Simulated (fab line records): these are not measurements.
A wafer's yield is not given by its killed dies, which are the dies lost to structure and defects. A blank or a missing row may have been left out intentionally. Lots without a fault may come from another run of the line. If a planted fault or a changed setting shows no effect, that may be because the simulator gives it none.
Matching of chambers | flow n5 finfet | 4 sister chambers for N5_BEOL_M6_ETCH_62 on rie diel-05
The step etches SOC in N2/H2, target depth 110 nm, overetch 22 nm, time 165 s. 14 wafers are shown with their chamber, then 7 later ones without.

## WAFERS PAIRED WITH THEIR CHAMBERS
wafer  | chamber | showerhead plenum p Torr (Torr) | throttle valve pct (%) | drypump motor current A (A)
L074.4 | 2       | 2.43                            | 18.2                   | 6.2
L074.5 | 0       | 2.51                            | 17.5                   | 5.2
L074.6 | 3       | 2.64                            | 17.8                   | 4.8
L080.1 | 3       | 2.64                            | 17.9                   | 4.8
L080.2 | 1       | 2.50                            | 17.8                   | 5.4
L080.5 | 3       | 2.64                            | 17.9                   | 4.8
L079.1 | 2       | 2.43                            | 18.2                   | 6.2
L079.3 | 0       | 2.51                            | 17.5                   | 5.3
L079.4 | 1       | 2.50                            | 17.8                   | 5.4
L083.3 | 3       | 2.63                            | 17.9                   | 4.8
L083.5 | 2       | 2.42                            | 18.2                   | 6.3
L083.6 | 1       | 2.50                            | 17.8                   | 5.4
L084.3 | 2       | 2.42                            | 18.2                   | 6.3
L084.4 | 2       | 2.42                            | 18.2                   | 6.2

SIGNATURES (means of the wafers above)
reading                  | chamber 0 | chamber 1 | chamber 2 | chamber 3 | scatter within a chamber
showerhead plenum p Torr | 2.5100    | 2.5000    | 2.4240    | 2.6375    | 0.00442
throttle valve pct       | 17.500    | 17.800    | 18.200    | 17.875    | 0.0274
drypump motor current A  | 5.250     | 5.400     | 6.240     | 4.800     | 0.0412
Rule: for each reading, subtract the chamber's mean from the wafer's reading, divide by that reading's scatter and square the result; add these up over the readings and take the root, which gives the wafer's distance from the chamber. If the next closest chamber is less than 2 further off than the closest, the wafer can't be placed; otherwise it belongs to the closest. The scatter is the square root of a quotient: the sum, over the shown wafers, of each reading's squared deviation from its chamber's mean, divided by wafers minus chambers.

## WAFERS WITHOUT THEIR CHAMBER
wafer  | showerhead plenum p Torr (Torr) | throttle valve pct (%) | drypump motor current A (A)
L084.6 | 2.63                            | 17.9                   | 4.8
L094.3 | 2.42                            | 18.3                   | 6.2
L094.4 | 2.62                            | 17.9                   | 4.8
L094.6 | 2.62                            | 17.9                   | 4.8
L096.1 | 2.41                            | 18.3                   | 6.3
L096.2 | 2.62                            | 17.9                   | 4.8
L096.4 | 2.41                            | 18.3                   | 6.2

## CHAMBER TAKEN BY EACH
wafer  | from the rows above | in truth
L084.6 | 3                   | 3
L094.3 | 2                   | 2
L094.4 | 3                   | 3
L094.6 | 3                   | 3
L096.1 | 2                   | 2
L096.2 | 3                   | 3
L096.4 | 2                   | 2
7 of 7 placed correctly. Number that these rows cannot place: 0. 0 placed wrongly.
